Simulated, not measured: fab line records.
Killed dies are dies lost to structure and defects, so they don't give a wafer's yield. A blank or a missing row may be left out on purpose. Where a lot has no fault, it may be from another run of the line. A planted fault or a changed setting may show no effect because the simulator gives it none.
Which tool is to blame? -- flow n5Finfet -- 12 lots (36 wafers sampled), 1 step of a 1938-step route

== WHAT THE GAUGES SHOWED, per wafer ==
N5_BEOL_M11_THK_MEAS_53: measures by xrf.
lot,measured,on,M11_THK (nm)
L075,day 10 12:38,filmMetro-02,144 142 138
L077,day 11 04:52,filmMetro-02,143 138 144
L079,day 11 20:28,filmMetro-01,135 143 144
L081,day 12 10:49,filmMetro-01,137 137 136
L082,day 12 18:01,filmMetro-01,140 136 134
L084,day 13 04:47,filmMetro-01,142 142 139
L087,day 13 20:05,filmMetro-02,140 139 142
L089,day 13 23:37,filmMetro-01,138 141 136
L091,day 14 15:23,filmMetro-02,144 138 139
L095,day 15 17:17,filmMetro-02,141 146 141
L093,day 15 21:56,filmMetro-01,150 140 144
L097,day 16 10:58,filmMetro-01,141 145 146

== WHICH TOOL RAN EACH LOT (tool, then ch and the chambers of the sampled wafers, then the start) ==
Record: no process step prior to these readings.

== THE ANSWER, worked out from the rows above alone ==
Rule: what is usual is taken from the lots themselves. Put in order of their means at a reading, lots are off if they are a third of the lots or fewer, leave a main group of 4 or more, and stand apart from it by a gap of 3 or more times the standard deviation of the main group's means; of several such gaps the widest counts. The tables above print the reading to a certain number of digits; a main group whose means all agree to those digits is not used. Also off: a lot with no number at a reading for which 4 or more lots have one. All remaining lots with rows at the step are treated as sound.
Across all readings shown, no lot is off: no conclusion can be drawn from this.

== WHAT HAD BEEN PUT IN BY THE SIMULATOR ==
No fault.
